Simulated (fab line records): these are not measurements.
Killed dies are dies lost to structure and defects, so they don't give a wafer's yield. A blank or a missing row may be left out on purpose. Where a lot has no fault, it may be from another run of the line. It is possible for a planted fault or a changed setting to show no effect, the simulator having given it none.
Chamber matching	flow n5_finfet	4 sister chambers for N5_GATE_CUT_STRIP_59 on rie_diel-01
The step strips in N2/H2, time 20 s. 4 wafers are shown with their chamber, then 12 later ones without.

== WAFERS, EACH WITH ITS CHAMBER ==
wafer	chamber	showerhead_plenum_p_Torr (Torr)
L088.6	2	3.20
L090.2	1	3.35
L090.3	0	3.51
L090.4	3	3.30

== WAFERS WHOSE CHAMBER IS MISSING ==
wafer	showerhead_plenum_p_Torr (Torr)
L094.4	3.35
L094.5	3.35
L094.6	3.20
L095.2	3.20
L095.4	3.29
L095.5	3.50
L096.1	3.29
L096.2	3.20
L096.4	3.35
L097.4	3.20
L097.5	3.20
L097.6	3.34

== EACH ONE'S CHAMBER ==
wafer	from the rows above	in truth
L094.4	1	1
L094.5	1	1
L094.6	2	2
L095.2	2	2
L095.4	3	3
L095.5	0	0
L096.1	3	3
L096.2	2	2
L096.4	1	1
L097.4	2	2
L097.5	2	2
L097.6	1	1
Correctly placed: 12 of 12. Can't be placed from these rows: 0. Wrongly placed: 0.
How it was worked out, from the rows above alone: a wafer's distance from a chamber is the root of the sum, over the readings, of the square of ((its reading less the chamber's mean) divided by the reading's scatter). If the next closest chamber is less than 2 further off than the closest, the wafer can't be placed; otherwise it belongs to the closest. The mean given for a chamber averages the wafers shown for that chamber. The scatter: with one shown wafer a chamber, the root of the mean of the squares of how far each hidden wafer lies from its nearest shown one.
